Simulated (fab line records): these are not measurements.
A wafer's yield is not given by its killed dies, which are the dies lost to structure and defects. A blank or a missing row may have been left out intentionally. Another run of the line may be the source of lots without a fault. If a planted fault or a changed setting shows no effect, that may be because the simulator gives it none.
Chamber matching | flow n5_finfet | rie_diel-05 running N5_BEOL_M1_ETCH_70: 4 sister chambers
The step etches SOC in N2/H2, target depth 80 nm, overetch 16 nm, time 120 s. 4 wafers are shown with their chamber, then 7 later ones without.

== WAFERS WITH THEIR CHAMBER ==
wafer  | chamber | showerhead_plenum_p_Torr (Torr)
L086.5 | 1       | 2.62
L086.6 | 0       | 2.49
L087.1 | 3       | 2.52
L087.2 | 2       | 2.66

== WAFERS WITH NO CHAMBER GIVEN ==
wafer  | showerhead_plenum_p_Torr (Torr)
L087.5 | 2.48
L091.1 | 2.52
L091.2 | 2.62
L091.6 | 2.52
L097.2 | 2.48
L097.3 | 2.51
L097.6 | 2.65

== WHICH CHAMBER EACH WENT THROUGH ==
wafer  | from the rows above     | in truth
L087.5 | 0                       | 0
L091.1 | 3                       | 3
L091.2 | 1                       | 1
L091.6 | 3                       | 3
L097.2 | 0                       | 0
L097.3 | can't be placed: 3 or 0 | 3
L097.6 | 2                       | 2
Correctly placed: 6 of 7. Can't be placed from these rows: 1 (the true chamber is among the candidates in 1). Number placed wrongly: 0.
How it was worked out, from the rows above alone: a wafer's distance from a chamber is the root of the sum, over the readings, of the square of ((its reading less the chamber's mean) divided by the reading's scatter). If the next closest chamber is less than 2 further off than the closest, the wafer can't be placed; otherwise it belongs to the closest. A chamber's mean is the mean of its shown wafers. The scatter (one wafer shown for each chamber): square how far every hidden wafer sits from the nearest shown wafer, average those squares and take the square root.
